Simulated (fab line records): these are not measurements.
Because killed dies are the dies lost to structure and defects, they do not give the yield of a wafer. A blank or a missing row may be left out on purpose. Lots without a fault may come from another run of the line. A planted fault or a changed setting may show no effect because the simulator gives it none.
Matching of chambers | flow nand harc | ald metal-04 running NHARC_A_BLC_ALD_23: 3 sister chambers
The step deposits TiN, target thk 3 nm, pulse time 1 s, ald cycles 150. 3 wafers are shown with their chamber, then 8 later ones without.

== WAFERS, EACH WITH ITS CHAMBER ==
wafer  | chamber | heater power w (W)
L083.1 | 1       | 1126
L083.2 | 2       | 1138
L084.3 | 0       | 942

== WAFERS MISSING THEIR CHAMBER ==
wafer  | heater power w (W)
L084.6 | 942
L088.2 | 1150
L088.3 | 1172
L088.5 | 1111
L093.2 | 1140
L093.3 | 1103
L097.1 | 1146
L097.2 | 933

== WHICH CHAMBER EACH ONE RAN IN ==
wafer  | from the rows above     | in truth
L084.6 | 0                       | 0
L088.2 | can't be placed: 2 or 1 | 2
L088.3 | can't be placed: 2 or 1 | 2
L088.5 | can't be placed: 1 or 2 | 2
L093.2 | can't be placed: 2 or 1 | 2
L093.3 | can't be placed: 1 or 2 | 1
L097.1 | can't be placed: 2 or 1 | 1
L097.2 | 0                       | 0
2 of 8 placed correctly. From these rows, 6 cannot be placed; in 6 the true chamber is one of the candidates. Number placed wrongly: 0.
How it was worked out, from the rows above alone: a wafer's distance from a chamber is the root of the sum, over the readings, of the square of ((its reading less the chamber's mean) divided by the reading's scatter). The wafer belongs to the nearest chamber; if the next one is less than 2 further off, it can't be placed. The mean given for a chamber averages the wafers shown for that chamber. The scatter (one wafer shown for each chamber): square how far every hidden wafer sits from the nearest shown wafer, average those squares and take the square root.
